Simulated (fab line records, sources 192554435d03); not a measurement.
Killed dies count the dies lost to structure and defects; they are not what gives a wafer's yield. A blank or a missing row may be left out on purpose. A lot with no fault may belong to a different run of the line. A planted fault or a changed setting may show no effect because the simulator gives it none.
A lot that was struck, set against a sound lot -- flow n5Finfet -- 15 steps out of a route of 1938
Sound: the wafers L796.1, L796.3, L796.6. The struck wafers were L801.3, L801.4, L801.6. Last of all comes the cause.
For every step that has rows: the tool of each side, followed by ch and its chambers, followed by its first start. Under that, the readings that differ: sound wafers -- struck wafers -- difference of the means -- sigmas: that difference in standard deviations of wafers without a fault.
alike: same words and numbers on both sides, and readings whose means sit less than 2 such deviations apart. not compared: any withheld reading, any reading some wafer has no value for, any bound like >300 that may hide the same value, and any number with overlapping values for which the record gives no deviation.
The two part at a step that has a row with sigmas, a row that says differs or no value, or rows on one side only. Non-overlapping numbers with no deviation appear without sigmas and do not part them. A reading missing from all wafers of one side parts the sides only when that side holds two or more wafers.

N5_BEOL_M10_ETCH_61: etches SiARC in CF4, target depth 39 nm, time 65 s.
  sound on rieDiel-06 ch 1,2,3, day 10 03:58; struck on rieDiel-02 ch 0,2, day 12 03:08
  alike: biasW, drypumpMotorCurrentA, etchRfOnTimeS, oesProductAu, rfVppV, showerheadPlenumPTorr, throttleValvePct
  not compared: rfHoursCounterH
N5_BEOL_M10_ETCH_62: etches SOC in N2/H2, target depth 110 nm, overetch 22 nm, time 165 s.
  sound on rieDiel-06 ch 1,2,3, day 10 04:01; struck on rieDiel-02 ch 0,2, day 12 03:11
  alike: biasW, drypumpMotorCurrentA, oesProductAu, rfVppV, showerheadPlenumPTorr, throttleValvePct
  not compared: rfHoursCounterH
then, 1 step without rows for these wafers: N5_BEOL_M10_STRIP_68 (strips in N2/H2).
N5_BEOL_M10_STRIP_67: strips in CF4.
  sound on rieDiel-06 ch 1,2,3, day 10 04:09; struck on rieDiel-02 ch 0,2, day 12 03:20
  alike: drypumpMotorCurrentA, oesProductAu, rfVppV, showerheadPlenumPTorr, throttleValvePct
  not compared: rfHoursCounterH
N5_BEOL_M10_HM_OPEN_17: chemistry Cl2/BCl3, target TiN, target depth 20 nm, overetch 6 nm.
  sound on rieMetal-01 ch 0,1, day 10 04:11; struck on rieMetal-03 ch 0,1, day 12 03:25
  alike: biasW, drypumpMotorCurrentA, oesProductAu, throttleValvePct
  not compared: rfHoursCounterH
N5_BEOL_M10_STRIP_19: strips in O2.
  sound on rieDiel-06 ch 1,2,3, day 10 04:19; struck on rieDiel-06 ch 0,1,2, day 12 03:31
  alike: drypumpMotorCurrentA, oesProductAu, rfVppV, showerheadPlenumPTorr, throttleValvePct
  not compared: rfHoursCounterH
N5_BEOL_M10_CD_MEAS_18: pitch 140 nm, target cd 70 nm.
  sound on cdSem-03, day 10 04:22; struck on cdSem-01, day 12 03:35
  alike: cdNm
then, 5 steps without rows for these wafers: N5_BEOL_M10_COAT_63 (time 60 s, resist thk 100 nm); N5_BEOL_M10_COAT_64 (time 60 s, resist thk 30 nm); N5_BEOL_M10_COAT_22 (resist thk 90 nm); N5_BEOL_M10_EBR_24; N5_BEOL_M10_SOFTBAKE_23 (time 60 s).
N5_BEOL_M10_EXPOSE_25: exposes mask V9.
  sound on arfiScanner-01 ch 0, day 10 04:49; struck on arfiScanner-01 ch 0, day 12 08:17
reading,sound,struck,difference,sigmas
exposureDoseMJCm2,85.56 85.58 85.47,84.11 84.04 84.25,-1.40,-16
  alike: mask, reticleTempC
then, 1 step without rows for these wafers: N5_BEOL_M10_PEB_26 (peb time 60 s).
-- here the record skips 2 days between the struck wafers' starts before and after, leaving off in module BEOL_M10 and picking up in module PASSIVATION (first step shown: number 1936 of the route) --
N5_PASSIVATION_PROBE_49:
  sound on prober-01, day 12 08:55; struck on prober-01, day 14 15:22
  alike: defectLimitedYield, killed_at_M0_to_M3, killed_at_M4_up, killedAtContacts, killedAtFrontEnd, killedAtOther, killedDies, killedOnRim, killedOpen, killedShort, sort_bin_5_function, sort_bin_6_memory, sortNPass, sortYieldPct

== WHERE THEY PART ==
Only at N5_BEOL_M10_EXPOSE_25, within this record. Later steps at which nothing parts them and some readings are alike: N5_PASSIVATION_PROBE_49.

WHY: what had been put in by the simulator
Process parameters drifting: arfiScanner-01 at N5_BEOL_M10_EXPOSE_25, beginning at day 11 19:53. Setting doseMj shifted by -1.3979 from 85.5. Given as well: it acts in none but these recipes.
